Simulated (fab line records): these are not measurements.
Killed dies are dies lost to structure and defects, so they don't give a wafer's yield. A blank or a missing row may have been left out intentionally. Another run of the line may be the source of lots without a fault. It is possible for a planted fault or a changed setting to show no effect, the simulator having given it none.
3 desks looking at one fault | flow nand_harc | only its own numbers are on each desk; what lay behind them is given at the end

== FROM THE METROLOGY DESK ==
Means of the sampled wafers that have a number, per lot and without regard to the tool the lot ran on: this is what the gauges read. If a lot's mean is further than 4 standard deviations from the usual mean, the lot is out of limits and carries the mark OUT (the distance appears in the brackets).
Columns: A = trench_depth_nm at NHARC_P_STI_OCD_MEAS_17, usual 300 nm; B = trench_foot_cd_nm at NHARC_P_STI_OCD_MEAS_17, usual 158.6 nm
lot  | first seen here | A   | B
L821 | day 2 13:05     | 300 | 159.9
L825 | day 3 13:39     | 301 | 159.6
L828 | day 4 05:54     | 299 | 161.1
L829 | day 4 15:04     | 299 | 158.1
L830 | day 4 15:12     | 299 | 155.1
L831 | day 5 00:49     | 301 | 160.2
L833 | day 5 11:35     | 298 | 160.9
L836 | day 6 09:25     | 304 | 156.0
L837 | day 6 09:32     | 297 | 159.4
L838 | day 6 19:43     | 294 | 158.1
L843 | day 8 03:02     | 294 | 159.8
L844 | day 8 08:36     | 296 | 158.4
This desk found nothing out of limits on any of the 12 lots.

== THE DEFECT DESK ==
Per lot, the means of the sampled wafers with a number show what the inspections along the route counted. If a lot's mean is further than 4 standard deviations from the usual mean, the lot is out of limits and carries the mark OUT (the distance appears in the brackets).
Columns: A = raw_defect_count at NHARC_P_GATE_INSPECT_28, usual 6; B = raw_defect_count at NHARC_P_GATE_INSPECT_68, usual 202
lot  | first seen here | A                     | B
L821 | day 4 19:46     | 6                     | 191
L825 | day 5 21:08     | 6                     | 189
L828 | day 6 04:20     | 5                     | 149
L830 | day 6 21:09     | 7                     | 249
L829 | day 6 21:11     | 9                     | 315
L831 | day 7 07:09     | 6                     | 209
L833 | day 7 22:17     | 8                     | 141
L836 | day 8 15:37     | 893 (+99 or more) OUT | 1062 (+13) OUT
L837 | day 8 16:16     | 816 (+99 or more) OUT | 1094 (+14) OUT
L838 | day 9 00:55     | 10                    | 214
L843 | day 10 06:00    | 7                     | 171
L844 | day 10 17:22    | 6                     | 253
This desk finds L836, L837 out of limits, L836 being first, at day 8 15:37 (raw_defect_count at NHARC_P_GATE_INSPECT_28). L821, L825, L828, L830, L829, L831, L833, L838, L843, L844: within limits.

== THE TOOL OWNER'S DESK: acl_dep-03 ==
The tool's own readings at NHARC_P_GATE_HM_DEP_102 (deposits aC, target thk 120 nm): means of the sampled wafers that have a number, for each lot that ran on this tool. If a lot's mean is further than 4 standard deviations from the usual mean, the lot is out of limits and carries the mark OUT (the distance appears in the brackets).
Columns: A = throttle_valve_pct at NHARC_P_GATE_HM_DEP_102, usual 35.000 %
lot  | first seen here | A
L825 | day 5 19:39     | 35.001
L828 | day 6 03:00     | 35.001
L836 | day 8 14:10     | 35.000
L837 | day 8 14:47     | 35.006
This desk found nothing out of limits on any of the 4 lots.

== BROUGHT TOGETHER ==
The defect desk could have raised an alarm at day 8 15:37, on L836, L837.
Metrology desk: nothing out of limits seen.
The desk of the tool owner found nothing out of limits.
The metrology desk has L836, L837 on record, within its limits.
Tool owner's desk: L836, L837 on record, inside its limits.
The lots listed all ran NHARC_P_GATE_HM_DEP_102 on acl_dep-03.

== WHAT WAS PUT IN BY THE SIMULATOR ==
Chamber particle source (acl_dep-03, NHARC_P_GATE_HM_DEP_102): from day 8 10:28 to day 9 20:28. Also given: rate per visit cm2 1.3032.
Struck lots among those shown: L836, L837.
Hours from the fault's start to each desk's first reading out of limits: the defect desk, 5.
